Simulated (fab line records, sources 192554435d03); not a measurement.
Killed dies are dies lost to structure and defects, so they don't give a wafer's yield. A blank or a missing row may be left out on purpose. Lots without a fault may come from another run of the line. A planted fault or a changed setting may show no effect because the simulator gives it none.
Chamber matching | flow n5_finfet | N5_BEOL_M3_VIA_ETCH_34 on rie_diel-01: 4 sister chambers
The step etches the open film in C4F6/O2, target depth 69.4 nm, time 65.9 s. 4 wafers are shown with their chamber, then 8 later ones without.

WAFERS WITH THEIR CHAMBER
wafer  | chamber | oes_product_au (a.u.)
L077.3 | 1       | 0.66
L079.4 | 2       | 0.77
L079.6 | 3       | 0.87
L083.3 | 0       | 0.94

WAFERS WITHOUT THEIR CHAMBER
wafer  | oes_product_au (a.u.)
L083.5 | 0.85
L083.6 | 0.76
L089.1 | 0.96
L089.4 | 0.84
L089.6 | 0.76
L092.1 | 0.74
L092.4 | 0.82
L092.5 | 0.82

WHICH CHAMBER EACH WENT THROUGH
wafer  | from the rows above     | in truth
L083.5 | can't be placed: 3 or 2 | 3
L083.6 | 2                       | 2
L089.1 | 0                       | 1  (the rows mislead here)
L089.4 | can't be placed: 3 or 2 | 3
L089.6 | 2                       | 2
L092.1 | can't be placed: 2 or 1 | 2
L092.4 | can't be placed: 2 or 3 | 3
L092.5 | can't be placed: 2 or 3 | 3
Placed correctly: 2 of 8. Can't be placed from these rows: 5 (the true chamber is among the candidates in 5). Placed wrongly: 1.
How it was worked out, from the rows above alone: a wafer's distance from a chamber is the root of the sum, over the readings, of the square of ((its reading less the chamber's mean) divided by the reading's scatter). The wafer belongs to the nearest chamber; if the next one is less than 2 further off, it can't be placed. A chamber's mean is the mean of its shown wafers. The scatter: with one shown wafer a chamber, the root of the mean of the squares of how far each hidden wafer lies from its nearest shown one.
